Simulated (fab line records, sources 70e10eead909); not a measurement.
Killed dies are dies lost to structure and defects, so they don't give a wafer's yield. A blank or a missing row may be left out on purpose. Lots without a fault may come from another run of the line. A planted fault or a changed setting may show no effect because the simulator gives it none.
One fault seen from 2 desks | flow nand_harc | each desk has only its own numbers; what lay behind them comes last

THE TOOL OWNER'S DESK: pvd_sputter-01
The tool's own readings at NHARC_P_BONDPAD_PRE_CLEAN_26 (time 30 s): means of the sampled wafers that have a number, for each lot that ran on this tool. A lot is out of limits, marked OUT, if its mean lies more than 4 standard deviations from the usual mean; the brackets give that distance.
Columns: A = heater_power_w at NHARC_P_BONDPAD_PRE_CLEAN_26, usual 421 W
lot  | first seen here | A
L580 | day 6 11:51     | 389
L581 | day 6 23:52     | 402
L582 | day 7 21:29     | 400
L586 | day 9 08:50     | 414
L596 | day 13 08:02    | 425
L599 | day 14 19:32    | 424
This desk's finding: nothing out of limits on any of the 6 lots.

THE METROLOGY DESK
What the gauges read, lot by lot, whatever tool the lot ran on: means of the sampled wafers that have a number. A lot is out of limits, marked OUT, if its mean lies more than 4 standard deviations from the usual mean; the brackets give that distance.
Columns: A = overlay_x_nm at NHARC_A_BONDPAD_OVL_MEAS_35, usual 0 nm; B = overlay_y_nm at NHARC_A_BONDPAD_OVL_MEAS_35, usual -1 nm
lot  | first seen here | A  | B
L580 | day 22 18:04    | -6 | -4
L581 | day 23 09:12    | 14 | 7
L582 | day 24 05:59    | 5  | -15
L583 | day 24 10:28    | -1 | -2
L584 | day 24 12:25    | 7  | 3
L586 | day 25 21:20    | 0  | 3
L587 | day 26 00:59    | -1 | 2
L589 | day 26 20:31    | -4 | 4
L591 | day 27 10:22    | -7 | -4
L596 | day 29 04:34    | 3  | 6
L599 | day 31 10:41    | -2 | -1
L603 | day 33 12:55    | -4 | -3
This desk's finding: nothing out of limits on any of the 12 lots.

PUT TOGETHER
The tool owner's desk saw nothing out of limits.
The metrology desk saw nothing out of limits.

WHAT THE SIMULATOR HAD PUT IN
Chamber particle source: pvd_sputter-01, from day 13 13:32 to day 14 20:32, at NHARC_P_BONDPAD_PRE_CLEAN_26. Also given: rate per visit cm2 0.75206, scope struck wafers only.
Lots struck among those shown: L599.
